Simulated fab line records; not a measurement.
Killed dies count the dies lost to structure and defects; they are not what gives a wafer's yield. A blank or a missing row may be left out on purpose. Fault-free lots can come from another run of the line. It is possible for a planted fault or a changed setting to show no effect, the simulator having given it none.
A struck lot beside a sound one -- flow nand-harc -- 14 steps out of a route of 1159
Sound: wafers L125.1, L125.2, L125.6. The struck wafers were L133.2, L133.3, L133.6. Last of all comes the cause.
Order at every step that has rows: each side's tool, ch and its chambers, its first start. Under that, the readings that differ: sound wafers -- struck wafers -- difference of the means -- sigmas: that difference in standard deviations of wafers without a fault.
alike: readings whose means differ by less than 2 such deviations, and words and numbers that are the same on both sides. not compared: withheld readings, readings that some wafer has no value for, bounds like >300 that may hide the same value, and numbers for which the record gives no deviation and whose values overlap.
A row with sigmas, a row that says differs or no value, or rows on one side alone: a step with any of these is where the two part. Non-overlapping numbers with no deviation appear without sigmas and do not part them. Lack of a reading on every wafer of one side parts them only where that side has two or more wafers.

first, 4 steps without rows for these wafers: NHARC_A_ZERO_WELL_STRIP_14 (strips in SPM, time 900 s); NHARC_A_ZERO_WELL_IMPLANT_15; NHARC_A_ZERO_WELL_PRECLEAN_22 (cleans in SC1, time 60 s); NHARC_A_ZERO_WELL_SRD_23.
NHARC_A_ZERO_WELL_RTA_16: time 10 s.
  sound on rtp-anneal-01 ch 0, day 6 16:16; struck on rtp-anneal-01 ch 0, day 8 18:35
  alike: lamp-power-pct, lamp_zone_7_pct, wafer_temp_C_max
NHARC_A_ZERO_WELL_INSPECT_17:
  sound on defect-inspect-01 at day 6 16:28; struck on defect-inspect-02 at day 8 18:45
  alike: raw-defect-count
then, 3 steps without rows for these wafers: NHARC_A_SOURCE_PLATE_PRECLEAN_00 (cleans in HF-LAST, time 60 s); NHARC_A_SOURCE_PLATE_SRD_01; NHARC_A_SOURCE_PLATE_OXIDE_02 (material SiO2, target thk 10 nm, ox time 1362 s).
NHARC_A_SOURCE_PLATE_THK_MEAS_09: measures by ellipsometry.
  sound on film-metro-01 at day 6 23:43; struck on film-metro-02 at day 9 02:11
  alike: thk-nm
then, 1 step without rows for these wafers: NHARC_A_SOURCE_PLATE_PVD_04 (deposits WSi2, target thk 50 nm).
NHARC_A_SOURCE_PLATE_CVD_03: deposits poly-Si, target thk 200 nm, time 4000 s.
  struck on lpcvd-poly-04, day 9 04:45; sound on lpcvd-poly-04 ch 0, day 7 02:16
  no value came back on the struck wafers for pressure-mtorr (mTorr), run-length-s (s); on the sound wafers pressure-mtorr (mTorr) reads 200.3 200.0 200.1
then, 1 step without rows for these wafers: NHARC_A_SOURCE_PLATE_ANNEAL_05 (time 1800 s).
NHARC_A_SOURCE_PLATE_THK_MEAS_06: measures by ellipsometry.
  sound on film-metro-02 at day 7 13:23; struck on film-metro-01 at day 9 15:17
reading,sound,struck,difference,sigmas
thk-nm (nm),201.0 201.2 202.3,50.7 49.4 49.4,-151.7,-72

## WHERE THEY PART
First at NHARC_A_SOURCE_PLATE_CVD_03; last, within this record, at NHARC_A_SOURCE_PLATE_THK_MEAS_06.

WHY: what had been put in by the simulator
At NHARC_A_SOURCE_PLATE_CVD_03, the step was skipped entirely on lpcvd-poly-04 from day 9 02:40 on. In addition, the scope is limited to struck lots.
